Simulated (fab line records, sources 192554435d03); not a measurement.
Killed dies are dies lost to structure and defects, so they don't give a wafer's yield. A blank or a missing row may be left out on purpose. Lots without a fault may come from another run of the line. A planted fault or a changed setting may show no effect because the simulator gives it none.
A struck lot beside a sound one | flow n5_finfet | 43 steps out of a route of 1938
Sound: wafers L350.2, L350.3, L350.6. Struck: wafer L348.4. The cause comes at the end.
At each step with rows: each side's tool, then ch and its chambers, then its first start. Under that, the readings that differ: sound wafers | struck wafers | difference of the means | sigmas: that difference in standard deviations of wafers without a fault.
alike: readings whose means differ by less than 2 such deviations, and words and numbers that are the same on both sides. not compared: withheld readings, readings that some wafer has no value for, bounds like >300 that may hide the same value, and numbers for which the record gives no deviation and whose values overlap.
The two part at a step that has a row with sigmas, a row that says differs or no value, or rows on one side only. Numbers that don't overlap but have no deviation are shown without sigmas and don't part them. A reading that every wafer of one side lacks parts them only if that side has two wafers or more.

first, 1 step without rows for these wafers: N5_BEOL_M6_ALD_77 (deposits TaN, target thk 2 nm, pulse time 2 s, purge time 3 s).
N5_BEOL_M6_SURFACE_TREAT_79:
  sound on pvd_sputter-03, day 15 09:41; struck on pvd_sputter-03, day 13 16:43
  not compared: throttle_valve_pct
then, 1 step without rows for these wafers: N5_BEOL_M6_CVD_78 (deposits Co from CCTBA/H2, target thk 2 nm, time 142.3 s).
N5_BEOL_M6_SPUTTER_48: material Cu, target thk 10 nm, time 1.667 s.
  sound on pvd_sputter-01, day 15 10:35; struck on pvd_sputter-02, day 13 16:56
  alike: chuck_gas_flow_sccm, throttle_valve_pct
then, 3 steps without rows for these wafers: N5_BEOL_M6_ECD_50 (material Cu, target thk 300 nm); N5_BEOL_M6_ANNEAL_51 (time 90 s); N5_BEOL_M6_CMP_52 (polishes, stops on SiCOH lowk, t overpolish 6.9 s, target thk 80 nm).
N5_BEOL_M6_THK_MEAS_53: measures by xrf.
  sound on film_metro-02, day 15 11:24; struck on film_metro-01, day 13 18:13
  alike: M6_THK
then, 2 steps without rows for these wafers: N5_BEOL_M6_PRE_CLEAN_55 (time 15 s); N5_BEOL_M6_DEP_56 (deposits SiCN from 3MS/NH3, target thk 10 nm, time 17.5 s).
N5_BEOL_M6_RS_MEAS_57: measures by four-point-probe.
  sound on film_metro-02, day 15 11:34; struck on film_metro-01, day 13 18:21
  alike: M6_RS
N5_BEOL_M6_INSPECT_58: inspects for defects (darkfield).
  sound on defect_inspect-01, day 15 11:35; struck on defect_inspect-01, day 13 18:23
  alike: raw_defect_count
N5_BEOL_M7_ILD_DEP_00: deposits SiCOH lowk from DEMS/porogen, target thk 179.75 nm, time 33.4 s.
  sound on pecvd-04 ch 0,1, day 15 11:38; struck on pecvd-03 ch 0, day 13 18:26
  reading                                            | sound                | struck | difference | sigmas
  susceptor_temp_C (C)                               | 299.85 299.75 300.25 | 310.78 | +10.83     | +54
  model.SiCOH_lowk_of_BEOL_M7_ILD_DEP_00.thk_nm (nm) | 176 182.4 182.4      | 174.8  | -5.5       |
  alike: heater_power_w, showerhead_plenum_p_Torr, throttle_valve_pct
then, 1 step without rows for these wafers: N5_BEOL_M7_CURE_74 (cures SiCOH lowk, time 240 s).
N5_BEOL_M7_THK_MEAS_01:
  sound on film_metro-02, day 15 12:14; struck on film_metro-01, day 13 18:59
  reading         | sound             | struck | difference | sigmas
  M7_ILD_THK (nm) | 151.9 157.2 157.3 | 150.7  | -4.8       | -3
N5_BEOL_M7_PECVD_70: deposits SiO2 from TEOS/O2, target thk 20 nm, time 22.7 s.
  sound on pecvd-03 ch 0,1,2, day 15 12:16; struck on pecvd-04 ch 2, day 13 19:02
  alike: heater_power_w, showerhead_plenum_p_Torr, throttle_valve_pct
then, 9 steps without rows for these wafers: N5_BEOL_M7_HM_DEP_02 (deposits TiN, target thk 20 nm); N5_BEOL_M7_COAT_59 (time 60 s, resist thk 100 nm); N5_BEOL_M7_COAT_60 (time 60 s, resist thk 35 nm); N5_BEOL_M7_COAT_05 (resist thk 90 nm); N5_BEOL_M7_EBR_07; N5_BEOL_M7_SOFTBAKE_06 (time 60 s); N5_BEOL_M7_EXPOSE_08 (exposes mask M7); N5_BEOL_M7_PEB_09 (peb time 60 s); N5_BEOL_M7_DEVELOP_10 (develop time 30 s).
N5_BEOL_M7_CD_MEAS_11: target cd 38.5 nm.
  sound on cd_sem-03 ch 0, day 15 12:42; struck on cd_sem-03 ch 0, day 13 20:06
  alike: cd_nm
N5_BEOL_M7_OVL_MEAS_12:
  sound on overlay-02 ch 0, day 15 12:44; struck on overlay-02 ch 0, day 13 20:07
  alike: M7_OVL
N5_BEOL_M7_INSPECT_13: inspects for defects (brightfield).
  sound on defect_inspect-01, day 15 12:45; struck on defect_inspect-01, day 13 20:09
  alike: raw_defect_count
then, 2 steps without rows for these wafers: N5_BEOL_M7_DESCUM_16 (chemistry O2, time 7.9 s); N5_BEOL_M7_ETCH_61 (etches SiARC in CF4, target depth 45.5 nm, time 75.8 s).
N5_BEOL_M7_ETCH_62: etches SOC in N2/H2, target depth 110 nm, overetch 22 nm, time 165 s.
  sound on rie_diel-03 ch 0,3, day 15 13:04; struck on rie_diel-04 ch 2, day 13 20:20
  alike: drypump_motor_current_A, oes_product_au, rf_vpp_V, showerhead_plenum_p_Torr, throttle_valve_pct
  not compared: rf_hours_counter_h
then, 2 steps without rows for these wafers: N5_BEOL_M7_STRIP_68 (strips in N2/H2); N5_BEOL_M7_STRIP_67 (strips in CF4).
N5_BEOL_M7_HM_OPEN_17: chemistry Cl2/BCl3, target TiN, target depth 20 nm, overetch 6 nm.
  sound on rie_metal-02 ch 1, day 15 13:15; struck on rie_metal-02 ch 0, day 13 20:29
  alike: drypump_motor_current_A, oes_product_au, throttle_valve_pct
  not compared: rf_hours_counter_h
then, 1 step without rows for these wafers: N5_BEOL_M7_STRIP_19 (strips in O2).
N5_BEOL_M7_CD_MEAS_18: pitch 80 nm, target cd 40 nm.
  sound on cd_sem-01, day 15 13:26; struck on cd_sem-02, day 13 20:51
  alike: cd_nm
then, 6 steps without rows for these wafers: N5_BEOL_M7_COAT_63 (time 60 s, resist thk 60 nm); N5_BEOL_M7_COAT_64 (time 60 s, resist thk 12 nm); N5_BEOL_M7_COAT_71 (time 60 s, resist thk 5 nm); N5_BEOL_M7_COAT_22 (resist thk 30 nm); N5_BEOL_M7_EBR_24; N5_BEOL_M7_SOFTBAKE_23 (time 60 s).
N5_BEOL_M7_CMP_52: polishes, stops on SiCOH lowk, t overpolish 6.9 s, target thk 80 nm.
  sound on cmp-02 ch 0,1,2, day 15 18:13; struck on cmp-04 ch 3, day 14 01:32
  reading                                            | sound             | struck | difference | sigmas
  model.SiCOH_lowk_of_BEOL_M7_ILD_DEP_00.thk_nm (nm) | 148.8 154.2 154.2 | 147.6  | -4.8       |
  alike: motor_current_A

WHERE THEY PART
First at N5_BEOL_M7_ILD_DEP_00; last, within this record, at N5_BEOL_M7_THK_MEAS_01. Later steps at which nothing parts them and some readings are alike: N5_BEOL_M7_PECVD_70, N5_BEOL_M7_CD_MEAS_11, N5_BEOL_M7_OVL_MEAS_12, N5_BEOL_M7_INSPECT_13, N5_BEOL_M7_ETCH_62, N5_BEOL_M7_HM_OPEN_17, N5_BEOL_M7_CD_MEAS_18, N5_BEOL_M7_CMP_52.

WHY: what the simulator had put in
Process parameter drift: pecvd-03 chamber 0, from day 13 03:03 on, at N5_BEOL_M7_ILD_DEP_00. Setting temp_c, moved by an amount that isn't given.
